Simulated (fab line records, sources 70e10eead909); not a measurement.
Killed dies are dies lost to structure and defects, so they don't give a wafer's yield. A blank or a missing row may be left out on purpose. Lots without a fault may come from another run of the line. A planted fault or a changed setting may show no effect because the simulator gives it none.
Which tool did it? | flow nand_harc | 24 lots, 72 wafers sampled, at 6 steps of a route of 1302

WHAT THE GAUGES READ, wafer by wafer
NHARC_A_M1_THK_MEAS_24: measures by xrf.
lot  | measured     | on            | thk_nm (nm)
L074 | day 23 10:19 | film_metro-02 | 152.4 154.8 153.0
L075 | day 24 00:11 | film_metro-02 | 154.0 156.4 154.9
L076 | day 24 06:44 | film_metro-01 | 155.2 154.3 158.4
L078 | day 24 12:17 | film_metro-01 | 152.8 154.3 154.8
L077 | day 24 12:58 | film_metro-02 | 151.7 153.6 156.6
L079 | day 24 18:26 | film_metro-01 | 154.7 154.3 156.2
L080 | day 25 11:13 | film_metro-02 | 156.0 153.6 155.4
L081 | day 25 14:19 | film_metro-01 | 155.5 153.4 155.5
L082 | day 26 11:28 | film_metro-02 | 153.2 155.8 154.2
L083 | day 27 10:04 | film_metro-01 | 155.6 155.4 153.7
L084 | day 27 15:47 | film_metro-02 | 151.7 154.2 152.8
L085 | day 27 18:10 | film_metro-02 | 155.4 154.0 153.2
L086 | day 28 16:07 | film_metro-02 | 153.0 153.5 152.4
L087 | day 28 19:17 | film_metro-01 | 154.8 153.4 150.2
L088 | day 29 00:57 | film_metro-02 | 156.1 152.2 153.7
L089 | day 29 07:14 | film_metro-02 | 155.5 155.6 157.0
L090 | day 29 09:17 | film_metro-02 | 154.9 155.2 158.4
L091 | day 30 01:43 | film_metro-01 | 155.3 153.4 153.3
L092 | day 30 03:05 | film_metro-02 | 151.7 153.0 156.2
L093 | day 30 17:05 | film_metro-01 | 157.8 154.7 155.2
L095 | day 31 08:05 | film_metro-01 | 154.5 154.4 154.6
L096 | day 31 09:41 | film_metro-01 | 154.6 154.6 155.0
L094 | day 31 22:07 | film_metro-02 | 154.8 153.5 149.6
L097 | day 32 10:37 | film_metro-02 | 152.7 154.5 150.8

NHARC_A_BONDPAD_THK_MEAS_30: measures by ellipsometry.
lot  | measured     | on            | thk_nm (nm)
L074 | day 23 11:50 | film_metro-02 | 198.9 200.8 202.7
L075 | day 24 01:41 | film_metro-02 | 198.3 196.1 199.2
L076 | day 24 08:15 | film_metro-02 | 200.1 197.4 200.1
L078 | day 24 13:50 | film_metro-02 | 198.9 197.1 199.4
L077 | day 24 14:28 | film_metro-01 | 200.8 200.7 201.6
L079 | day 24 19:56 | film_metro-01 | 202.3 201.0 199.6
L080 | day 25 12:46 | film_metro-01 | 200.8 201.9 196.6
L081 | day 25 15:49 | film_metro-02 | 198.6 202.6 199.9
L082 | day 26 12:59 | film_metro-01 | 199.7 198.6 197.8
L083 | day 27 12:49 | film_metro-01 | 200.9 201.3 198.8
L084 | day 27 17:21 | film_metro-02 | 200.2 201.5 199.8
L085 | day 27 19:42 | film_metro-02 | 196.4 200.2 197.7
L086 | day 28 17:50 | film_metro-02 | 200.0 200.4 204.3
L087 | day 28 20:48 | film_metro-02 | 202.9 198.7 198.8
L088 | day 29 02:28 | film_metro-02 | 200.8 198.3 199.7
L089 | day 29 08:52 | film_metro-01 | 201.1 200.7 203.3
L090 | day 29 10:49 | film_metro-02 | 198.5 198.8 200.6
L091 | day 30 03:13 | film_metro-01 | 200.7 197.9 199.6
L092 | day 30 04:35 | film_metro-02 | 200.1 201.4 199.1
L093 | day 30 18:35 | film_metro-01 | 199.6 201.6 197.6
L095 | day 31 09:53 | film_metro-01 | 197.0 202.8 200.4
L096 | day 31 11:11 | film_metro-01 | 201.4 201.9 202.0
L094 | day 31 23:38 | film_metro-02 | 201.0 198.1 200.2
L097 | day 32 12:10 | film_metro-02 | 199.8 198.7 200.1

WHICH TOOL RAN EACH LOT (tool, then ch and the chambers of the sampled wafers, then the start)
lot  | NHARC_A_BLC_CMP_25            | NHARC_A_M0_DEGAS_28          | NHARC_A_M0_DEP_32               | NHARC_A_M1_ETCH_35
L074 | cmp-03 ch 0,1,2, day 23 02:22 | pvd_sputter-02, day 23 04:47 | pecvd-04 ch 0,2, day 23 06:31   | rie_diel-11 ch 1,2, day 23 07:59
L075 | cmp-02 ch 0,3, day 23 16:17   | pvd_sputter-03, day 23 18:44 | pecvd-04 ch 0,2, day 23 20:31   | rie_diel-13 ch 1,2,3, day 23 21:49
L076 | cmp-03 ch 0,1,3, day 23 22:44 | pvd_sputter-03, day 24 01:10 | pecvd-04 ch 0,2, day 24 02:52   | rie_diel-11 ch 0,1,3, day 24 04:23
L078 | cmp-02 ch 1,2,3, day 24 04:22 | pvd_sputter-03, day 24 06:46 | pecvd-01 ch 0,1, day 24 08:27   | rie_diel-11 ch 1,3, day 24 09:58
L077 | cmp-02 ch 0,1, day 24 05:05   | pvd_sputter-01, day 24 07:31 | pecvd-01 ch 0,2, day 24 09:19   | rie_diel-11 ch 0,2,3, day 24 10:38
L079 | cmp-01 ch 1,2,3, day 24 10:35 | pvd_sputter-02, day 24 12:53 | pecvd-04 ch 1,2, day 24 14:34   | rie_diel-01 ch 0,2,3, day 24 16:06
L080 | cmp-03 ch 0,2,3, day 25 03:21 | pvd_sputter-02, day 25 05:46 | pecvd-01 ch 0,1,2, day 25 07:27 | rie_diel-11 ch 0,1,2, day 25 08:51
L081 | cmp-03 ch 0,1,2, day 25 06:13 | pvd_sputter-03, day 25 08:37 | pecvd-02 ch 0,1,2, day 25 10:19 | rie_diel-11 ch 0,1,2, day 25 11:51
L082 | cmp-02 ch 0,1,2, day 26 03:24 | pvd_sputter-01, day 26 05:58 | pecvd-01 ch 0,2, day 26 07:39   | rie_diel-01 ch 0,1,3, day 26 09:08
L083 | cmp-01 ch 1,3, day 27 02:13   | pvd_sputter-02, day 27 04:32 | pecvd-04 ch 0,2, day 27 06:22   | rie_diel-11 ch 0,1,2, day 27 07:45
L084 | cmp-03 ch 0,2,3, day 27 07:38 | pvd_sputter-01, day 27 10:10 | pecvd-01 ch 0,2, day 27 11:57   | rie_diel-11 ch 0,1,3, day 27 13:28
L085 | cmp-02 ch 2,3, day 27 09:10   | pvd_sputter-02, day 27 11:29 | pecvd-01 ch 0,1,2, day 27 14:28 | rie_diel-11 ch 0,2, day 27 15:50
L086 | cmp-01 ch 0,1,3, day 28 08:10 | pvd_sputter-03, day 28 10:35 | pecvd-01 ch 0,1,2, day 28 12:16 | rie_diel-01 ch 0,2,3, day 28 13:47
L087 | cmp-02 ch 0,1,2, day 28 11:27 | pvd_sputter-02, day 28 13:51 | pecvd-01 ch 0,1,2, day 28 15:34 | rie_diel-11 ch 0,1,3, day 28 16:56
L088 | cmp-01 ch 1,3, day 28 16:59   | pvd_sputter-01, day 28 19:22 | pecvd-02 ch 0,1,2, day 28 21:04 | rie_diel-01 ch 0,1,2, day 28 22:36
L089 | cmp-01 ch 1,2, day 28 23:12   | pvd_sputter-01, day 29 01:39 | pecvd-02 ch 0,1,2, day 29 03:20 | rie_diel-11 ch 1,2,3, day 29 04:50
L090 | cmp-01 ch 1,3, day 29 00:54   | pvd_sputter-02, day 29 03:18 | pecvd-02 ch 0,1,2, day 29 05:22 | rie_diel-13 ch 2,3, day 29 06:56
L091 | cmp-02 ch 0,1,2, day 29 17:27 | pvd_sputter-03, day 29 19:57 | pecvd-04 ch 0,1, day 29 21:51   | rie_diel-11 ch 1,2,3, day 29 23:22
L092 | cmp-03 ch 1,3, day 29 18:39   | pvd_sputter-03, day 29 21:05 | pecvd-02 ch 1,2, day 29 23:14   | rie_diel-01 ch 1,2,3, day 30 00:44
L093 | cmp-01 ch 0,2,3, day 30 09:19 | pvd_sputter-01, day 30 11:31 | pecvd-02 ch 0,1, day 30 13:14   | rie_diel-01 ch 0,2,3, day 30 14:46
L095 | cmp-01 ch 0,1,2, day 30 23:53 | pvd_sputter-01, day 31 02:28 | pecvd-01 ch 0,2, day 31 04:10   | rie_diel-13 ch 2,3, day 31 05:43
L096 | cmp-03 ch 0,1,3, day 31 01:32 | pvd_sputter-02, day 31 03:59 | pecvd-01 ch 0,1,2, day 31 05:44 | rie_diel-01 ch 1,2,3, day 31 07:21
L094 | cmp-03 ch 0,2,3, day 31 13:59 | pvd_sputter-02, day 31 16:27 | pecvd-04 ch 0,2, day 31 18:16   | rie_diel-11 ch 2,3, day 31 19:44
L097 | cmp-01 ch 0,1,3, day 32 02:22 | pvd_sputter-03, day 32 04:38 | pecvd-02 ch 0,1,2, day 32 06:46 | rie_diel-11 ch 0,1,3, day 32 08:17
- NHARC_A_BLC_CMP_25: polishes, t overpolish 30 s, target thk 150 nm.
- NHARC_A_M0_DEGAS_28: time 60 s.
- NHARC_A_M0_DEP_32: deposits SiCN, target thk 30 nm.
- NHARC_A_M1_ETCH_35: etches the open film in N2/H2, target depth 40 nm, overetch 12 nm, time 43.94 s.

WHAT THE TOOLS THEMSELVES READ (means of the sampled wafers that have a number; where no wafer has one, the mark that the record gives instead)
NHARC_A_BLC_CMP_25.
lot  | tool   | motor_current_A (A) | overpolish_run_s (s) | time_to_endpoint_s (s)
L074 | cmp-03 | 11.9                | 30.006               | 31
L075 | cmp-02 | 11.5                | 30.005               | 31
L076 | cmp-03 | 11.8                | 29.995               | 31
L078 | cmp-02 | 11.5                | 29.995               | 34
L077 | cmp-02 | 10.8                | 30.004               | 36
L079 | cmp-01 | 11.3                | 30.004               | 31
L080 | cmp-03 | 11.7                | 29.998               | 31
L081 | cmp-03 | 11.7                | 30.000               | 32
L082 | cmp-02 | 11.4                | 30.004               | 35
L083 | cmp-01 | 10.9                | 30.004               | 25
L084 | cmp-03 | 11.3                | 29.988               | 33
L085 | cmp-02 | 12.2                | 29.995               | 30
L086 | cmp-01 | 11.2                | 30.003               | 28
L087 | cmp-02 | 11.4                | 30.001               | 28
L088 | cmp-01 | 11.3                | 30.002               | 29
L089 | cmp-01 | 11.9                | 29.993               | 31
L090 | cmp-01 | 11.4                | 29.996               | 29
L091 | cmp-02 | 11.6                | 30.004               | 33
L092 | cmp-03 | 12.7                | 30.006               | 34
L093 | cmp-01 | 11.8                | 29.995               | 28
L095 | cmp-01 | 12.1                | 30.004               | 32
L096 | cmp-03 | 12.3                | 30.008               | 29
L094 | cmp-03 | 11.5                | 29.997               | 27
L097 | cmp-01 | 11.5                | 30.004               | 32

NHARC_A_M0_DEGAS_28.
lot  | tool           | heater_power_w (W)
L074 | pvd_sputter-02 | 310
L075 | pvd_sputter-03 | 353
L076 | pvd_sputter-03 | 332
L078 | pvd_sputter-03 | 351
L077 | pvd_sputter-01 | 330
L079 | pvd_sputter-02 | 336
L080 | pvd_sputter-02 | 338
L081 | pvd_sputter-03 | 385
L082 | pvd_sputter-01 | 334
L083 | pvd_sputter-02 | 289
L084 | pvd_sputter-01 | 335
L085 | pvd_sputter-02 | 349
L086 | pvd_sputter-03 | 355
L087 | pvd_sputter-02 | 330
L088 | pvd_sputter-01 | 315
L089 | pvd_sputter-01 | 338
L090 | pvd_sputter-02 | 336
L091 | pvd_sputter-03 | 364
L092 | pvd_sputter-03 | 295
L093 | pvd_sputter-01 | 353
L095 | pvd_sputter-01 | 355
L096 | pvd_sputter-02 | 330
L094 | pvd_sputter-02 | 309
L097 | pvd_sputter-03 | 372

NHARC_A_M0_DEP_32.
lot  | tool     | heater_power_outer_w (W) | heater_power_w (W)
L074 | pecvd-04 | 287                      | 569
L075 | pecvd-04 | 303                      | 577
L076 | pecvd-04 | 282                      | 566
L078 | pecvd-01 | 328                      | 553
L077 | pecvd-01 | 403                      | 679
L079 | pecvd-04 | 275                      | 525
L080 | pecvd-01 | 339                      | 582
L081 | pecvd-02 | 332                      | 591
L082 | pecvd-01 | 378                      | 632
L083 | pecvd-04 | 265                      | 535
L084 | pecvd-01 | 381                      | 645
L085 | pecvd-01 | 345                      | 585
L086 | pecvd-01 | 374                      | 629
L087 | pecvd-01 | 379                      | 616
L088 | pecvd-02 | 341                      | 596
L089 | pecvd-02 | 345                      | 593
L090 | pecvd-02 | 340                      | 602
L091 | pecvd-04 | 348                      | 606
L092 | pecvd-02 | 376                      | 680
L093 | pecvd-02 | 341                      | 554
L095 | pecvd-01 | 344                      | 591
L096 | pecvd-01 | 359                      | 590
L094 | pecvd-04 | 257                      | 525
L097 | pecvd-02 | 333                      | 596

NHARC_A_M1_ETCH_35.
lot  | tool        | drypump_motor_current_A (A) | oes_product_au (a.u.) | rf_vpp_V (V) | showerhead_plenum_p_Torr (Torr) | throttle_valve_pct (%)
L074 | rie_diel-11 | 6.3                         | 1.011                 | 430.6        | 2.05                            | 14.171
L075 | rie_diel-13 | 6.1                         | 0.998                 | 430.0        | 2.03                            | 14.177
L076 | rie_diel-11 | 6.2                         | 1.012                 | 430.5        | 2.01                            | 14.167
L078 | rie_diel-11 | 6.5                         | 1.005                 | 430.3        | 2.03                            | 14.177
L077 | rie_diel-11 | 5.9                         | 1.012                 | 429.2        | 1.99                            | 14.172
L079 | rie_diel-01 | 5.8                         | 0.994                 | 430.5        | 2.03                            | 14.168
L080 | rie_diel-11 | 5.9                         | 1.008                 | 428.7        | 2.03                            | 14.173
L081 | rie_diel-11 | 5.9                         | 1.006                 | 430.1        | 2.03                            | 14.170
L082 | rie_diel-01 | 5.8                         | 0.982                 | 429.8        | 2.04                            | 14.176
L083 | rie_diel-11 | 5.9                         | 0.997                 | 430.1        | 2.03                            | 14.170
L084 | rie_diel-11 | 6.2                         | 0.998                 | 429.6        | 2.01                            | 14.183
L085 | rie_diel-11 | 5.7                         | 1.005                 | 429.7        | 2.01                            | 14.173
L086 | rie_diel-01 | 5.8                         | 0.995                 | 429.8        | 2.03                            | 14.160
L087 | rie_diel-11 | 6.2                         | 1.003                 | 429.0        | 2.01                            | 14.179
L088 | rie_diel-01 | 6.0                         | 0.984                 | 427.3        | 1.94                            | 14.175
L089 | rie_diel-11 | 6.2                         | 1.009                 | 429.1        | 2.01                            | 14.169
L090 | rie_diel-13 | 6.3                         | 0.994                 | 429.7        | 2.01                            | 14.169
L091 | rie_diel-11 | 6.2                         | 1.000                 | 429.4        | 2.01                            | 14.170
L092 | rie_diel-01 | 5.5                         | 0.996                 | 428.6        | 2.00                            | 14.167
L093 | rie_diel-01 | 5.9                         | 1.005                 | 430.2        | 2.03                            | 14.170
L095 | rie_diel-13 | 6.2                         | 1.001                 | 430.7        | 2.05                            | 14.169
L096 | rie_diel-01 | 5.6                         | 1.006                 | 429.2        | 2.00                            | 14.170
L094 | rie_diel-11 | 6.1                         | 1.018                 | 428.7        | 1.97                            | 14.172
L097 | rie_diel-11 | 6.2                         | 0.999                 | 430.0        | 2.01                            | 14.171

THE ANSWER, worked out from the rows above alone
Rule: what is usual is taken from the lots themselves. Put in order of their means at a reading, lots are off if they are a third of the lots or fewer, leave a main group of 4 or more, and stand apart from it by a gap of 3 or more times the standard deviation of the main group's means; of several such gaps the widest counts. A main group whose means are all the same, to the digits that the tables above print for the reading, isn't used. A lot without any number at a reading at which 4 lots or more have one is off too. The other lots that the step has rows for count as sound. The gauges are gone through in route order, then the tools' own readings, and for those a lot's mean is taken as printed above. The first step at which some lot is off is used, and at that step the reading that is off furthest; a lot without a number counts as furthest.
No lot is off at any reading shown: from this, nothing can be told.

WHAT THE SIMULATOR HAD PUT IN
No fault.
